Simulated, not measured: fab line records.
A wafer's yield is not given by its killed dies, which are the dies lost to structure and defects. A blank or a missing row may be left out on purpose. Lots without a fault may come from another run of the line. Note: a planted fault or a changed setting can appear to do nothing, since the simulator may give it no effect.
fab line records ; flow n5-finfet
record: lots: 8; wafers: 22; last-day: 17
route steps=1938 shown BEOL_M4@1045
lots with no fault: from the same line, run without faults
start-h: start of the lot's first displayed wafer, in hours after the record's first day ; wait-h: time in hours since the lot's previous step ; " unchanged from the row above ; L1.1+2: several wafers, shown together as one row ; - either no value or no given start ; * or withheld: withheld ; < > ~ a bound
route shown NAME@n: names a module that has steps shown in the file, with the first one's number in the route ; usual: mean and standard deviation over wafers with no fault ; same: alike in all rows ; chamber/n: place in a boat ; sites: per-site readings ; _std_site: the values' standard deviation ; _edge_site: mean of outer sites minus mean of inner sites ; radius-mm: for every site, how far away it sits from the centre of the wafer ; mask NAME#n: copy n ; behind: the most recent tool/chamber to have shaped the wafer ; hold: what put the lot on hold/how long, in hours/how the hold closed ; device: names the non-switching transistor (n, p or np) ; end of line: the route-end tests of the same wafers ; step lacking rows: just its recipe ; killed: dies that structure and defects cost at the first sort, which is not the same as the wafer's yield ; map: per-die view of a wafer (x killed, . not killed, _ where there is no die)
set.NAME: the run value of the setting; set.NAME@STEP: its run value at that earlier step ; model.NAME: the simulator's own value behind a step, which no gauge read
steps of the route over a sample of lots; a table a step, a row a wafer
services: from which hour (start-h, from the record's first day; less than 0 if before it) a tool's chamber was out of use, for how many hours, and why
== steps ==
step: N5_BEOL_M4_STRIP_19
recipe: chemistry: O2; power-w: 400; temp-c: 40; pressure-mtorr: 30; rf-frequency-hz: 6e+07; bias-power-w: 0; overash-fraction: 0.2; o2-flow-sccm: 225
usual: drypump-motor-current-A: 5.6/0.41; oes-product-au: 0.80/0.091; rf-vpp-V: 3.7/0.5; showerhead-plenum-p-Torr: 2.09/0.072; temp-c: 39.99/0.11; throttle-valve-pct: 16.64/0.15
lot.wafer;tool;chamber;start-h;wait-h;drypump-motor-current-A;oes-product-au;rf-hours-counter-h;rf-vpp-V;showerhead-plenum-p-Torr;temp-c;throttle-valve-pct
L114.1;rie-diel-05;2;162.08;0.1;5.7;0.75;185;3.2;2.18;40.07;16.41
L114.4;rie-diel-05;1;162.08;0.1;5.2;0.72;181;3.3;2.08;39.96;16.71
L114.6;rie-diel-05;2;162.08;0.1;5.7;0.75;-;3.9;2.18;39.99;16.41
L113.1;rie-diel-06;3;163.54;0.1;6.4;0.72;192;3.7;2.00;40.03;16.64
L113.3;rie-diel-06;1;163.54;0.1;5.4;0.77;131;3.5;2.09;39.73;16.37
L113.6;rie-diel-06;0;163.54;0.1;5.1;0.70;-;3.2;2.18;40.04;17.02
L119.5;rie-diel-05;1;196.47;0.0;5.2;0.72;-;3.3;2.08;39.96;16.73
L119.6;rie-diel-05;2;196.47;0.0;5.7;0.74;-;2.9;2.18;39.95;16.42
L120.1;rie-diel-06;1;197.06;0.1;5.4;0.76;145;3.7;2.09;40.05;16.40
L120.2;rie-diel-06;0;197.06;0.1;5.0;0.69;243;3.4;2.18;40.15;17.02
L120.5;rie-diel-06;2;197.06;0.1;5.6;0.96;-;4.2;2.24;39.93;16.39
L125.1;rie-diel-03;3;239.01;0.2;5.6;0.86;65;4.0;2.04;40.18;16.57
L125.5;rie-diel-03;0;239.01;0.2;6.1;0.79;-;4.3;2.03;40.00;16.78
L130.1;rie-diel-05;3;259.65;0.1;5.2;0.86;42;4.8;2.04;40.06;16.71
L130.2;rie-diel-05;2;259.65;0.1;5.6;0.73;215;4.2;2.17;39.94;16.46
L130.4;rie-diel-05;1;259.65;0.1;5.2;0.70;216;4.7;2.07;40.00;16.79
L132.3;rie-diel-05;0;275.59;0.1;5.7;0.70;225;3.6;2.06;40.19;16.80
L132.4;rie-diel-05;2;275.59;0.1;5.7;0.73;220;3.8;2.17;39.97;16.48
L132.5;rie-diel-05;3;275.59;0.1;5.2;0.86;-;3.6;2.04;39.94;16.71
L135.1;rie-diel-05;2;294.40;0.1;5.7;0.72;226;4.5;2.16;40.13;16.48
L135.2;rie-diel-05;0;294.40;0.1;5.7;0.69;231;4.0;2.06;40.08;16.81
L135.5;rie-diel-05;3;294.40;0.1;5.2;0.85;-;4.6;2.04;40.01;16.72
step: N5_BEOL_M4_TRENCH_ETCH_37
recipe: chemistry: C4F6/O2; target-depth-a: 555.55; target: SiOC; time-s: 29.2; ion-energy-ev: 250; pressure-mtorr: 30; source-w: 355; bias-w: 185; Ar_flow_sccm: 300; C4F6_flow_sccm: 10; O2_flow_sccm: 10
usual: bias-w: 185.0/0.5; drypump-motor-current-A: 5.7/0.43; oes-product-au: 0.80/0.092; rf-vpp-V: 668/11; showerhead-plenum-p-Torr: 2.82/0.095; throttle-valve-pct: 20.80/0.16
lot.wafer;tool;chamber;start-h;wait-h;bias-w;drypump-motor-current-A;oes-product-au;rf-hours-counter-h;rf-vpp-V;showerhead-plenum-p-Torr;throttle-valve-pct
L114.1;rie-diel-03;1;163.67;-;185.5;5.3;1.00;3;688;2.91;20.82
L114.4;rie-diel-03;0;163.67;-;186.0;6.1;0.82;98;662;2.77;20.93
L114.6;rie-diel-03;3;163.67;-;184.8;5.6;0.90;-;670;2.79;20.77
L113.1;rie-diel-03;0;166.64;-;185.9;6.1;0.81;98;664;2.77;20.92
L113.3;rie-diel-03;1;166.64;-;185.3;5.3;1.00;3;688;2.91;20.82
L113.6;rie-diel-03;1;166.64;-;185.4;5.3;1.00;-;686;2.91;20.83
L119.5;rie-diel-03;2;197.78;-;184.5;6.2;0.74;-;664;2.72;20.88
L119.6;rie-diel-03;3;197.78;-;184.4;5.6;1.13;-;671;2.78;20.87
L120.1;rie-diel-03;1;198.24;-;185.0;5.3;1.24;15;688;2.90;20.90
L120.2;rie-diel-03;3;198.24;-;184.8;5.6;0.87;49;671;2.78;20.79
L120.5;rie-diel-03;2;198.24;-;184.4;6.2;0.74;-;662;2.72;20.90
L125.1;rie-diel-03;1;243.08;-;185.0;5.3;1.17;32;686;2.89;20.89
L125.5;rie-diel-03;3;243.08;-;184.8;5.6;0.85;-;671;2.77;20.82
L130.1;rie-diel-05;0;263.18;-;184.6;5.7;0.69;221;644;2.81;20.96
L130.2;rie-diel-05;2;263.18;-;185.1;5.6;0.72;216;685;2.95;20.64
L130.4;rie-diel-05;3;263.18;-;184.6;5.2;0.87;44;676;2.78;20.97
L132.3;rie-diel-06;2;278.01;-;185.1;5.7;0.88;36;656;3.00;20.55
L132.4;rie-diel-06;1;278.01;-;185.4;5.4;0.74;174;661;2.82;20.57
L132.5;rie-diel-06;1;278.01;-;185.0;5.4;0.74;-;659;2.82;20.56
L135.1;rie-diel-06;1;306.31;-;185.7;5.4;0.73;183;659;2.82;20.59
L135.2;rie-diel-06;2;306.31;-;184.8;5.6;0.85;45;657;2.99;20.56
L135.5;rie-diel-06;0;306.31;-;184.7;5.1;0.92;-;683;2.91;20.73
step: N5_BEOL_M4_OCD_MEAS_38
usual: trench-depth-nm: 55.7/1.1
lot.wafer;tool;chamber;start-h;wait-h;trench-depth-nm
L114.1;ocd-01;-;163.83;-;57.5
L114.4;ocd-01;-;163.83;-;57.1
L114.6;ocd-01;-;163.83;-;56.6
L113.1;ocd-01;-;166.79;-;55.8
L113.3;ocd-01;-;166.79;-;57.5
L113.6;ocd-01;-;166.79;-;56.5
L119.5;ocd-02;-;197.93;-;55.8
L119.6;ocd-02;-;197.93;-;82.7
L120.1;ocd-02;-;198.40;-;84.3
L120.2;ocd-02;-;198.40;-;56.2
L120.5;ocd-02;-;198.40;-;56.5
L125.1;ocd-01;-;243.24;-;82.6
L125.5;ocd-01;-;243.24;-;55.3
L130.1;ocd-02;-;263.34;-;55.4
L130.2;ocd-02;-;263.34;-;55.8
L130.4;ocd-02;-;263.34;-;57.4
L132.3;ocd-02;-;278.17;-;54.4
L132.4;ocd-02;-;278.17;-;55.7
L132.5;ocd-02;-;278.17;-;56.1
L135.1;ocd-02;-;306.47;-;55.0
L135.2;ocd-02;-;306.47;-;53.6
L135.5;ocd-02;-;306.47;-;54.6
step: N5_BEOL_M4_DEGAS_44
recipe: ambient: vacuum; temp-c: 250; time-s: 60
usual: heater-power-w: 357/52
lot.wafer;tool;chamber;start-h;wait-h;heater-power-w
L114.1;pvd-sputter-02;-;164.02;0.0;313
L114.4;pvd-sputter-02;-;164.02;0.0;314
L114.6;pvd-sputter-02;-;164.02;0.0;465
L113.1;pvd-sputter-03;-;167.26;0.3;371
L113.3;pvd-sputter-03;-;167.26;0.3;271
L113.6;pvd-sputter-03;-;167.26;0.3;388
L119.5;pvd-sputter-02;-;198.38;0.3;318
L119.6;pvd-sputter-02;-;198.38;0.3;475
L120.1;pvd-sputter-03;-;198.60;0.0;380
L120.2;pvd-sputter-03;-;198.60;0.0;318
L120.5;pvd-sputter-03;-;198.60;0.0;319
L125.1;pvd-sputter-02;-;243.65;0.3;354
L125.5;pvd-sputter-02;-;243.65;0.3;455
L130.1;pvd-sputter-02;-;263.60;0.1;464
L130.2;pvd-sputter-02;-;263.60;0.1;373
L130.4;pvd-sputter-02;-;263.60;0.1;316
L132.3;pvd-sputter-01;-;278.72;0.4;408
L132.4;pvd-sputter-01;-;278.72;0.4;416
L132.5;pvd-sputter-01;-;278.72;0.4;416
L135.1;pvd-sputter-03;-;307.15;0.5;388
L135.2;pvd-sputter-03;-;307.15;0.5;311
L135.5;pvd-sputter-03;-;307.15;0.5;387
step: N5_BEOL_M4_ALD_84
recipe: material: TaN; target-thk-a: *; temp-c: 275; ald-precursor-family: PDMAT; ald-co-reactant: NH3; pressure-torr: 3; carrier-flow-sccm: 1500; pulse-time-s: 2; purge-time-s: 3; co-reactant-purge-time-s: 2; co-reactant-pulse-time-s: 3; ald-cycles: 30; precursor-vessel-temp-c: 75; precursor-vessel-pressure-torr: 26.25; precursor-vessel-carrier-sccm: 1000
usual: heater-power-w: 405/37
lot.wafer;tool;chamber;start-h;wait-h;heater-power-w
L114.1;ald-metal-04;3;164.12;0.0;385
L114.4;ald-metal-04;1;164.12;0.0;414
L114.6;ald-metal-04;3;164.12;0.0;389
L113.1;ald-metal-03;2;167.43;0.1;467
L113.3;ald-metal-03;0;167.43;0.1;441
L113.6;ald-metal-03;1;167.43;0.1;429
L119.5;ald-metal-03;1;198.57;0.1;430
L119.6;ald-metal-03;2;198.57;0.1;471
L120.1;ald-metal-04;2;198.85;0.2;356
L120.2;ald-metal-04;3;198.85;0.2;384
L120.5;ald-metal-04;0;198.85;0.2;407
L125.1;ald-metal-04;0;243.75;0.0;395
L125.5;ald-metal-04;3;243.75;0.0;392
L130.1;ald-metal-03;0;263.70;0.0;451
L130.2;ald-metal-03;1;263.70;0.0;438
L130.4;ald-metal-03;3;263.70;0.0;419
L132.3;ald-metal-04;2;278.82;0.0;383
L132.4;ald-metal-04;1;278.82;0.0;407
L132.5;ald-metal-04;0;278.82;0.0;397
L135.1;ald-metal-04;2;307.27;0.1;372
L135.2;ald-metal-04;1;307.27;0.1;424
L135.5;ald-metal-04;1;307.27;0.1;410
step: N5_BEOL_M4_THK_MEAS_53
recipe: thk-meas-gauge: xrf; reads: Cu_of_BEOL_M4_ECD_50
usual: M4_THK: 40.1/1.5
lot.wafer;tool;chamber;start-h;wait-h;M4_THK[nm]
L114.1;film-metro-02;-;167.83;-;40.9
L114.4;film-metro-02;-;167.83;-;41.8
L114.6;film-metro-02;-;167.83;-;40.9
L113.1;film-metro-02;-;170.63;-;41.7
L113.3;film-metro-02;-;170.63;-;44.7
L113.6;film-metro-02;-;170.63;-;42.6
L119.5;film-metro-01;-;201.79;-;40.4
L119.6;film-metro-01;-;201.79;-;67.3
L120.1;film-metro-02;-;203.89;-;67.6
L120.2;film-metro-02;-;203.89;-;41.0
L120.5;film-metro-02;-;203.89;-;41.8
L125.1;film-metro-02;-;246.82;-;67.4
L125.5;film-metro-02;-;246.82;-;38.8
L130.1;film-metro-01;-;267.00;-;39.6
L130.2;film-metro-01;-;267.00;-;41.0
L130.4;film-metro-01;-;267.00;-;42.2
L132.3;film-metro-02;-;282.56;-;38.9
L132.4;film-metro-02;-;282.56;-;38.5
L132.5;film-metro-02;-;282.56;-;40.3
L135.1;film-metro-01;-;310.39;-;39.1
L135.2;film-metro-01;-;310.39;-;38.7
L135.5;film-metro-01;-;310.39;-;39.7
step: N5_BEOL_M4_RS_MEAS_58
recipe: thk-meas-gauge: four-point-probe; reads: Co_of_BEOL_M4_CO_CAP_55+Cu_of_BEOL_M4_ECD_50+Co_of_BEOL_M4_CVD_47+TaN_of_BEOL_M4_ALD_84
usual: M4_RS: 0.66/0.034
lot.wafer;tool;chamber;start-h;wait-h;M4_RS[ohm/sq]
L114.1;film-metro-01;-;168.21;0.0;0.64
L114.4;film-metro-01;-;168.21;0.0;0.62
L114.6;film-metro-01;-;168.21;0.0;0.64
L113.1;film-metro-02;-;170.92;0.1;0.62
L113.3;film-metro-02;-;170.92;0.1;0.57
L113.6;film-metro-02;-;170.92;0.1;0.61
L119.5;film-metro-01;-;202.05;0.0;0.65
L119.6;film-metro-01;-;202.05;0.0;0.35
L120.1;film-metro-01;-;204.17;0.1;0.35
L120.2;film-metro-01;-;204.17;0.1;0.64
L120.5;film-metro-01;-;204.17;0.1;0.62
L125.1;film-metro-01;-;247.08;0.1;0.35
L125.5;film-metro-01;-;247.08;0.1;0.69
L130.1;film-metro-01;-;267.26;0.0;0.67
L130.2;film-metro-01;-;267.26;0.0;0.64
L130.4;film-metro-01;-;267.26;0.0;0.62
L132.3;film-metro-02;-;282.88;0.1;0.68
L132.4;film-metro-02;-;282.88;0.1;0.69
L132.5;film-metro-02;-;282.88;0.1;0.65
L135.1;film-metro-02;-;310.65;0.0;0.69
L135.2;film-metro-02;-;310.65;0.0;0.70
L135.5;film-metro-02;-;310.65;0.0;0.68
step: N5_BEOL_M4_RC_MEAS_101
usual: DIBL_N: 35.8/1.8; DIBL_P: 35.6/2; IOFF_N: 0.148/0.028; IOFF_P: 0.20/0.034; ION_N: 672/12; ION_P: 462/8.5; SERP_M4: 193/15; SERP_M4_max_site: 206/18; SS_N: 71.2/0.65; SS_P: 73.1/0.67; VT_N: 251/3.3; VT_P: -251/3.8
lot.wafer;tool;chamber;start-h;wait-h;DIBL_N[mV/V];DIBL_P[mV/V];IOFF_N[nA/um];IOFF_P[nA/um];ION_N[uA/um];ION_P[uA/um];SERP_M4[ohm/um];SERP_M4_max_site[ohm/um];SS_N[mV/dec];SS_P[mV/dec];VT_N[mV];VT_P[mV]
L114.1;prober-01;0;168.26;0.0;35.3;35.9;0.161;0.22;685;471;181;192;71.8;73.3;252;-248
L114.4;prober-01;0;168.26;0.0;34.6;34.8;0.154;0.20;675;462;184;200;71.3;73.1;250;-248
L114.6;prober-01;0;168.26;0.0;35.5;35.3;0.159;0.22;682;471;164;171;72.4;72.5;252;-248
L113.1;prober-01;0;170.97;0.0;37.7;38.6;0.156;0.22;647;451;168;188;72.1;73.9;252;-247
L113.3;prober-01;0;170.97;0.0;36.9;36.7;0.151;0.20;672;461;169;180;70.9;72.5;252;-248
L113.6;prober-01;0;170.97;0.0;36.8;37.4;0.145;0.21;674;464;181;187;70.4;73.5;250;-248
L119.5;prober-01;0;202.72;0.6;37.8;36.6;0.178;0.26;686;475;180;195;71.9;73.2;247;-242
L119.6;prober-01;0;202.72;0.6;37.9;36.3;0.174;0.23;685;468;103;107;71.4;73.2;248;-246
L120.1;prober-01;0;204.22;0.0;33.9;31.6;0.107;0.17;652;459;116;121;70.5;72.6;255;-251
L120.2;prober-01;0;204.22;0.0;36.2;35.5;0.157;0.23;682;474;187;213;71.4;73.2;250;-246
L120.5;prober-01;0;204.22;0.0;36.4;35.4;0.153;0.22;667;462;185;193;71.6;73.1;250;-247
L125.1;prober-02;0;247.13;0.0;39.7;38.6;0.244;0.31;677;467;110;114;73.2;74.3;245;-242
L125.5;prober-02;0;247.13;0.0;36.7;35.2;0.162;0.25;668;468;191;211;72.6;73.2;252;-243
L130.1;prober-01;0;267.31;0.0;38.5;39.8;0.191;0.25;679;463;184;200;72.1;73.7;248;-248
L130.2;prober-01;0;267.31;0.0;35.8;34.5;0.137;0.17;663;454;177;192;71.6;73.0;252;-252
L130.4;prober-01;0;267.31;0.0;35.6;36.1;0.146;0.18;683;466;171;183;71.5;73.1;251;-255
L132.3;prober-02;0;283.24;0.3;36.4;33.2;0.145;0.16;671;454;211;238;71.8;73.0;253;-257
L132.4;prober-02;0;283.24;0.3;39.3;36.0;0.208;0.19;659;443;207;229;72.7;73.9;249;-253
L132.5;prober-02;0;283.24;0.3;37.4;35.8;0.170;0.20;685;459;204;217;71.3;73.8;249;-250
L135.1;prober-02;0;310.71;0.0;34.5;34.1;0.145;0.19;673;471;186;190;70.7;72.4;249;-249
L135.2;prober-02;0;310.71;0.0;35.1;35.6;0.163;0.21;687;470;204;220;70.5;72.9;246;-247
L135.5;prober-02;0;310.71;0.0;35.3;35.2;0.164;0.21;692;469;189;194;70.9;72.9;247;-247
sites SERP_M4 radius-mm=0,75,75,75,75,140,140,140,140
L114.1 181 187 177 192 175 180 173 183 182
L113.1 164 168 168 168 162 188 184 188 177
L119.5 185 180 190 195 183 154 152 160 157
L120.1 111 118 112 113 115 116 120 120 121
L125.1 103 111 107 109 110 111 112 109 114
L130.1 184 195 197 200 194 177 184 180 179
L132.3 229 222 235 238 211 210 211 206 202
L135.1 189 190 188 183 189 186 177 181 183
== services ==
tool;chamber;start-h;hours;kind
ald-metal-03;0;149.94;1.9;repair
rie-diel-06;2;158.01;-;clean
rie-diel-06;2;158.01;-;consumable-replace:focus-ring
rie-diel-06;2;158.01;-;consumable-replace:showerhead
rie-diel-06;2;158.01;24.5;scheduled-down
rie-diel-06;2;158.01;24.5;vent-cycle
rie-diel-05;2;169.34;16.3;repair
rie-diel-05;0;170.33;5.8;repair
ald-metal-04;1;211.16;6.9;repair
ald-metal-03;3;219.06;25.0;repair
rie-diel-06;0;219.61;-;clean
rie-diel-06;0;219.61;-;consumable-replace:focus-ring
rie-diel-06;0;219.61;23.5;scheduled-down
rie-diel-06;0;219.61;23.5;vent-cycle
rie-diel-03;0;223.19;7.0;repair
rie-diel-06;3;249.82;7.8;repair
rie-diel-06;1;268.25;3.5;repair
ald-metal-03;3;274.16;3.4;repair
rie-diel-05;1;280.42;2.5;repair
pvd-sputter-01;-;290.79;0.8;repair
pvd-sputter-01;-;294.87;7.9;repair
== key ==
first-sign: step: N5_BEOL_M4_TRENCH_ETCH_37; reading: oes-product-au; direction: up; sigmas: 4.2; usual: 0.80; struck: 1.18
effect: step: N5_BEOL_M4_OCD_MEAS_38; reading: trench-depth-nm; direction: up; sigmas: 25; usual: 55.7; struck: 83.2
effect: step: N5_BEOL_M4_THK_MEAS_53; reading: M4_THK; direction: up; sigmas: 18; usual: 40.1; struck: 67.4
effect: step: N5_BEOL_M4_RS_MEAS_58; reading: M4_RS; direction: down; sigmas: 9.3; usual: 0.66; struck: 0.35
effect: step: N5_BEOL_M4_RC_MEAS_101; reading: SERP_M4; direction: down; sigmas: 5.6; usual: 193; struck: 110
effect: step: N5_BEOL_M4_RC_MEAS_101; reading: SERP_M4_max_site; direction: down; sigmas: 5.2; usual: 206; struck: 114
met-at N5_BEOL_M4_TRENCH_ETCH_37
struck-lots L119,L120,L125
struck-wafers L119.6,L120.1,L125.1
not-acting-at N5_BEOL_M4_STRIP_19,N5_BEOL_M4_DEGAS_44,N5_BEOL_M4_ALD_84
onset-between 166.64 197.78
fault: kind: process-parameter-drift; tool: rie-diel-03; chamber: -; onset-h: 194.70; steps: N5_BEOL_M4_TRENCH_ETCH_37; channel: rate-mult; offset: 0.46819; shape: step; end-h: 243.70; scope: struck-wafers-only
